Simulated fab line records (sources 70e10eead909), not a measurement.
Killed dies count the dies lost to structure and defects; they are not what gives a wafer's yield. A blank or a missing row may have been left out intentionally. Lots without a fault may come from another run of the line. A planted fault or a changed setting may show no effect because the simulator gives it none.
Which tool was responsible? | flow nand_harc | 14 lots with 42 wafers sampled at 5 steps, on a route of 1302 steps

WHAT THE GAUGES READ, wafer by wafer
NHARC_A_BONDPAD_OVL_MEAS_35.
lot  | measured     | on         | overlay_x_nm (nm) | overlay_y_nm (nm)
L719 | day 23 19:17 | overlay-02 | -3 -2 -2          | 3 2 3
L720 | day 23 20:06 | overlay-01 | 2 2 2             | -5 -5 -6
L722 | day 24 07:37 | overlay-02 | 7 7 7             | 2 2 2
L724 | day 26 01:28 | overlay-02 | 1 1 1             | 0 0 1
L728 | day 27 08:47 | overlay-01 | 2 2 2             | 0 0 0
L730 | day 27 15:37 | overlay-02 | -8 -8 -9          | 4 3 3
L732 | day 28 02:45 | overlay-01 | -2 -1 -1          | -5 -6 -6
L733 | day 29 11:16 | overlay-02 | 5 5 4             | 1 2 2
L735 | day 29 14:36 | overlay-01 | 7 7 6             | 0 0 0
L737 | day 31 04:49 | overlay-01 | -1 -2 -2          | -3 -3 -3
L736 | day 31 07:37 | overlay-01 | 0 0 -1            | -13 -12 -12
L739 | day 31 21:37 | overlay-01 | 12 12 12          | -5 -5 -5
L740 | day 31 17:14 | overlay-01 | -1 -1 -1          | 0 -1 -1
L741 | day 32 11:38 | overlay-02 | 4 4 4             | 4 4 4

NHARC_END_SORT_01.
lot  | measured     | on        | killed_at_array | killed_at_other | killed_at_periphery | killed_dies | killed_open | killed_short
L728 | day 28 15:47 | prober-01 | 148 112 146     | 0 1 2           | 2 1 4               | 150 114 152 | 3 3 5       | 1 1 2
L730 | day 28 22:01 | prober-01 | 117 122 106     | 1 1 0           | 2 2 6               | 120 125 112 | 0 2 2       | 0 1 4
L732 | day 30 04:52 | prober-01 | 148 111 155     | 2 1 0           | 6 2 3               | 156 114 158 | 4 2 4       | 1 3 2

WHICH TOOL RAN EACH LOT (tool, then ch and the chambers of the sampled wafers, then the start)
lot  | NHARC_A_CONTACT_ETCH_118             | NHARC_A_BONDPAD_ANNEAL_28        | NHARC_THIN_TSV_STRIP_62
L719 | har_cap_etch-02 ch 0,1, day 22 02:49 | rtp_anneal-02 ch 0, day 23 21:05 | plasma_asher-02 ch 0,1, day 24 14:03
L720 | har_cap_etch-03 ch 0,1, day 22 04:19 | rtp_anneal-02 ch 0, day 23 21:57 | plasma_asher-02 ch 0, day 24 12:55
L722 | har_cap_etch-03 ch 0,1, day 22 20:40 | rtp_anneal-01 ch 0, day 24 09:34 | plasma_asher-02 ch 0,1, day 25 02:06
L724 | har_cap_etch-01 ch 0,1, day 24 07:21 | rtp_anneal-01 ch 0, day 26 03:18 | plasma_asher-02 ch 0,1, day 26 20:18
L728 | har_cap_etch-01 ch 0,1, day 25 15:05 | rtp_anneal-01 ch 0, day 27 10:43 | plasma_asher-01 ch 0,1, day 28 02:40
L730 | har_cap_etch-01 ch 0,1, day 25 21:02 | rtp_anneal-02 ch 0, day 27 17:28 | plasma_asher-02 ch 1, day 28 10:19
L732 | har_cap_etch-01 ch 0,1, day 26 14:31 | rtp_anneal-02 ch 0, day 28 04:56 | plasma_asher-01 ch 0,1, day 29 14:05
L733 | har_cap_etch-02 ch 0,1, day 27 23:33 | rtp_anneal-01 ch 0, day 29 13:23 | plasma_asher-02 ch 0,1, day 30 09:12
L735 | har_cap_etch-03 ch 0,1, day 28 02:47 | rtp_anneal-01 ch 0, day 29 16:31 | plasma_asher-01 ch 0, day 30 10:31
L737 | har_cap_etch-01 ch 0,1, day 29 14:13 | rtp_anneal-02 ch 0, day 31 06:44 | plasma_asher-01 ch 0,1, day 32 05:17
L736 | har_cap_etch-02 ch 0,1, day 29 14:25 | rtp_anneal-02 ch 0, day 31 09:31 | plasma_asher-02 ch 0, day 32 06:29
L739 | har_cap_etch-02 ch 0,1, day 30 04:44 | rtp_anneal-02 ch 0, day 31 23:26 | plasma_asher-02 ch 0,1, day 32 17:29
L740 | har_cap_etch-03 ch 0,1, day 30 04:55 | rtp_anneal-01 ch 0, day 31 19:02 | plasma_asher-02 ch 0,1, day 32 16:19
L741 | har_cap_etch-03 ch 0,1, day 31 00:59 | rtp_anneal-02 ch 0, day 32 13:32 | plasma_asher-02 ch 0,1, day 33 06:04
- NHARC_A_CONTACT_ETCH_118: etches the open film in C4F8/O2/Ar, time 190 s, target depth 1850 nm.
- NHARC_A_BONDPAD_ANNEAL_28: time 90 s.
- NHARC_THIN_TSV_STRIP_62: strips in N2/H2, time 20 s.

WHAT THE TOOLS THEMSELVES READ (means of the sampled wafers that have a number; where no wafer has one, the mark that the record gives instead)
NHARC_A_BONDPAD_ANNEAL_28.
lot  | tool          | wafer_temp_C_max
L719 | rtp_anneal-02 | 226.3
L720 | rtp_anneal-02 | 227.1
L722 | rtp_anneal-01 | 227.0
L724 | rtp_anneal-01 | 226.9
L728 | rtp_anneal-01 | 226.4
L730 | rtp_anneal-02 | 226.7
L732 | rtp_anneal-02 | 226.7
L733 | rtp_anneal-01 | 226.7
L735 | rtp_anneal-01 | 226.5
L737 | rtp_anneal-02 | 226.6
L736 | rtp_anneal-02 | 226.6
L739 | rtp_anneal-02 | 226.8
L740 | rtp_anneal-01 | 226.5
L741 | rtp_anneal-02 | 226.9

NHARC_THIN_TSV_STRIP_62.
lot  | tool            | drypump_motor_current_A (A) | heater_power_w (W)
L719 | plasma_asher-02 | 5.2                         | 354
L720 | plasma_asher-02 | 6.3                         | 313
L722 | plasma_asher-02 | 5.8                         | 333
L724 | plasma_asher-02 | 5.8                         | 329
L728 | plasma_asher-01 | 6.4                         | 329
L730 | plasma_asher-02 | 4.7                         | 382
L732 | plasma_asher-01 | 6.5                         | 308
L733 | plasma_asher-02 | 5.8                         | 330
L735 | plasma_asher-01 | 6.6                         | 287
L737 | plasma_asher-01 | 6.5                         | 302
L736 | plasma_asher-02 | 6.2                         | 305
L739 | plasma_asher-02 | 5.7                         | 328
L740 | plasma_asher-02 | 5.2                         | 354
L741 | plasma_asher-02 | 5.2                         | 350

THE ANSWER, worked out from the rows above alone
Rule: the usual values come from the lots themselves. Put in order of their means at a reading, lots are off if they are a third of the lots or fewer, leave a main group of 4 or more, and stand apart from it by a gap of 3 or more times the standard deviation of the main group's means; of several such gaps the widest counts. If all means in a main group match to the digits the tables above print for the reading, that group is not used. Also off: a lot with no number at a reading for which 4 or more lots have one. The other lots that the step has rows for count as sound. Order of review: gauges by route order, followed by the tools' own readings, for which a lot's mean as printed above is used. At the first step where some lot is off, the reading lying furthest off is the one used; lots without a number count as furthest.
None of the lots is off at any reading shown; this tells nothing.

WHAT HAD BEEN PUT IN BY THE SIMULATOR
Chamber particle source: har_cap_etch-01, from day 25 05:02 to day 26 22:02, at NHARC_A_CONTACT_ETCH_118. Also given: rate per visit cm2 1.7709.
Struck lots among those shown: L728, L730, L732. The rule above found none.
